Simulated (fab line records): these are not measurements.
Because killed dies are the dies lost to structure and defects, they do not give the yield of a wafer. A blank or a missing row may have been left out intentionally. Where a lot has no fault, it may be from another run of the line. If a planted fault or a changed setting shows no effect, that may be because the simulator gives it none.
A lot that was struck, set against a sound lot | flow n5_finfet | 36 steps out of a route of 1938
Sound: these wafers, L354.1, L354.3, L354.4. Struck: wafers L345.1, L345.4. Last of all comes the cause.
For every step that has rows: the tool of each side, followed by ch and its chambers, followed by its first start. Under that, the readings that differ: sound wafers | struck wafers | difference of the means | sigmas: that difference in standard deviations of wafers without a fault.
alike: readings whose means differ by less than 2 such deviations, and words and numbers that are the same on both sides. not compared: withheld readings, readings that some wafer has no value for, bounds like >300 that may hide the same value, and numbers for which the record gives no deviation and whose values overlap.
A row with sigmas, a row that says differs or no value, or rows on one side alone: a step with any of these is where the two part. Numbers that have no deviation but don't overlap get no sigmas and don't part them. A reading that every wafer of one side lacks parts them only if that side has two wafers or more.

first, 9 steps without rows for these wafers: N5_BEOL_M13_PRE_CLEAN_42 (time 30 s); N5_BEOL_M13_SPUTTER_43 (material TaN, target thk 15 nm, time 24.19 s); N5_BEOL_M13_SPUTTER_44 (material Ta, target thk 10 nm, time 16.13 s); N5_BEOL_M13_SPUTTER_45 (material Cu, target thk 80 nm, time 13.33 s); N5_BEOL_M13_ECD_47 (material Cu, target thk 936 nm); N5_BEOL_M13_ANNEAL_48 (time 90 s); N5_BEOL_M13_CMP_49 (polishes, stops on SiOC, t overpolish 17.1 s, target thk 420 nm); N5_BEOL_M13_PRE_CLEAN_52 (time 15 s); N5_BEOL_M13_DEP_53 (deposits SiCN from 3MS/NH3, target thk 50 nm, time 17.8 s).
N5_BEOL_M14_ILD_DEP_00: deposits SiO2 from TEOS/O2, target thk 1119.3 nm, time 237.4 s.
  sound on pecvd-01 ch 0,2, day 16 18:04; struck on pecvd-02 ch 0,1, day 15 05:19
  reading                                       | sound             | struck      | difference | sigmas
  run_length_s (s)                              | 281.3 280.0 279.8 | 229.2 230.3 | -50.6      | -77
  model.SiO2_of_BEOL_M14_ILD_DEP_00.thk_nm (nm) | 1104 1094 1109    | 875.4 886   | -221.6     |
  alike: heater_power_w, showerhead_plenum_p_Torr, throttle_valve_pct
  not compared: since_wet_clean_h
N5_BEOL_M14_THK_MEAS_01:
  sound on film_metro-01, day 16 18:15; struck on film_metro-01, day 15 05:31
  reading          | sound          | struck  | difference | sigmas
  M14_ILD_THK (nm) | 1105 1094 1109 | 876 886 | -222       | -17
then, 10 steps without rows for these wafers: N5_BEOL_M14_COAT_58 (time 60 s, resist thk 89 nm); N5_BEOL_M14_COAT_04 (resist thk 800 nm); N5_BEOL_M14_EBR_06; N5_BEOL_M14_SOFTBAKE_05 (time 60 s); N5_BEOL_M14_EXPOSE_07 (exposes mask V13); N5_BEOL_M14_PEB_08 (peb time 90 s); N5_BEOL_M14_DEVELOP_09 (develop time 45 s); N5_BEOL_M14_HARDBAKE_14 (time 120 s); N5_BEOL_M14_DESCUM_15 (chemistry O2, time 7.9 s); N5_BEOL_M14_ETCH_59 (etches BARC in N2/H2, target depth 89 nm, overetch 26.7 nm, time 67.9 s).
N5_BEOL_M14_VIA_ETCH_16: etches SiO2 in C4F8/O2/Ar, target depth 1231.3 nm.
  sound on rie_diel-01 ch 0,1, day 16 19:01; struck on rie_diel-01 ch 1,2, day 15 05:59
  reading                                    | sound           | struck      | difference | sigmas
  model.etch.depth_nm (nm)                   | 1104 1094 1109  | 875.4 886   | -221.6     |
  model.coat_of_BEOL_M14_COAT_04.thk_nm (nm) | 458.8 462.6 460 | 509.4 506.6 | +47.5      |
  alike: C4F8_flow_sccm, drypump_motor_current_A, oes_product_au, rf_vpp_V, showerhead_plenum_p_Torr, throttle_valve_pct
then, 13 steps without rows for these wafers: N5_BEOL_M14_STRIP_63 (strips in O2); N5_BEOL_M14_STRIP_64 (strips in O2); N5_BEOL_M14_STRIP_71 (strips in post etch residue remover, time 60 s); N5_BEOL_M14_SRD_72 (time 30 s, dry time 30 s); N5_BEOL_M14_COAT_65 (time 60 s, resist thk 450 nm); N5_BEOL_M14_COAT_66 (time 60 s, resist thk 110 nm); N5_BEOL_M14_COAT_22 (resist thk 300 nm); N5_BEOL_M14_EBR_24; N5_BEOL_M14_SOFTBAKE_23 (time 60 s); N5_BEOL_M14_EXPOSE_25 (exposes mask M14, target cd 280 nm); N5_BEOL_M14_PEB_26 (peb time 90 s); N5_BEOL_M14_DEVELOP_27 (develop time 45 s); N5_BEOL_M14_HARDBAKE_32 (time 120 s).
N5_BEOL_M14_CMP_49: polishes, stops on SiO2, t overpolish 5.2 s, target thk 560 nm.
  sound on cmp-02 ch 1,2,3, day 16 22:07; struck on cmp-02 ch 1,3, day 15 10:24
  reading                                       | sound          | struck  | difference | sigmas
  model.SiO2_of_BEOL_M14_ILD_DEP_00.thk_nm (nm) | 1024 1013 1028 | 796 807 | -220       |
  alike: motor_current_A

== WHERE THEY PART ==
Earliest at N5_BEOL_M14_ILD_DEP_00; latest, in this record, at N5_BEOL_M14_THK_MEAS_01. Later steps at which nothing parts them and some readings are alike: N5_BEOL_M14_VIA_ETCH_16, N5_BEOL_M14_CMP_49.

WHY: what had been put in by the simulator
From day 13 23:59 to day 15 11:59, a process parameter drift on pecvd-02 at N5_BEOL_M14_ILD_DEP_00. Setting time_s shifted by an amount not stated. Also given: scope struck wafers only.
